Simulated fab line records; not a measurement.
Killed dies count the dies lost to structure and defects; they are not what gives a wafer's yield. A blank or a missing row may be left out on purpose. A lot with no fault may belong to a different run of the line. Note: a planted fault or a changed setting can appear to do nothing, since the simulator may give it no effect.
Chamber matching :: flow n5Finfet :: rieDiel-05 running N5_BEOL_M0_SAQP_ETCH_83: 4 sister chambers
The step etches SiARC in CF4, target depth 39 nm, time 65 s. 4 wafers are shown with their chamber, then 7 later ones without.

== WAFERS PAIRED WITH THEIR CHAMBERS ==
wafer: L081.6
chamber: 1
showerheadPlenumPTorr (Torr): 2.22

wafer: L085.2
chamber: 3
showerheadPlenumPTorr (Torr): 2.05

wafer: L086.2
chamber: 0
showerheadPlenumPTorr (Torr): 2.05

wafer: L086.3
chamber: 2
showerheadPlenumPTorr (Torr): 2.25

== WAFERS WITHOUT THEIR CHAMBER ==
wafer: L086.4
showerheadPlenumPTorr (Torr): 2.05

wafer: L089.1
showerheadPlenumPTorr (Torr): 2.25

wafer: L089.2
showerheadPlenumPTorr (Torr): 2.21

wafer: L089.4
showerheadPlenumPTorr (Torr): 2.04

wafer: L097.4
showerheadPlenumPTorr (Torr): 2.25

wafer: L097.5
showerheadPlenumPTorr (Torr): 2.21

wafer: L097.6
showerheadPlenumPTorr (Torr): 2.05

== THE CHAMBER EACH PASSED THROUGH ==
wafer: L086.4
from the rows above: can't be placed: 0 or 3
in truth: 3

wafer: L089.1
from the rows above: 2
in truth: 2

wafer: L089.2
from the rows above: 1
in truth: 1

wafer: L089.4
from the rows above: can't be placed: 0 or 3
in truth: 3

wafer: L097.4
from the rows above: 2
in truth: 2

wafer: L097.5
from the rows above: 1
in truth: 1

wafer: L097.6
from the rows above: can't be placed: 0 or 3
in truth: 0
Correct placement for 4 of the 7. Unplaceable from these rows: 3, with the true chamber sitting among the candidates in 3. Wrongly placed: 0.
How it was worked out, from the rows above alone: a wafer's distance from a chamber is the root of the sum, over the readings, of the square of ((its reading less the chamber's mean) divided by the reading's scatter). If the next closest chamber is less than 2 further off than the closest, the wafer can't be placed; otherwise it belongs to the closest. The mean given for a chamber averages the wafers shown for that chamber. The scatter (one wafer shown for each chamber): square how far every hidden wafer sits from the nearest shown wafer, average those squares and take the square root.
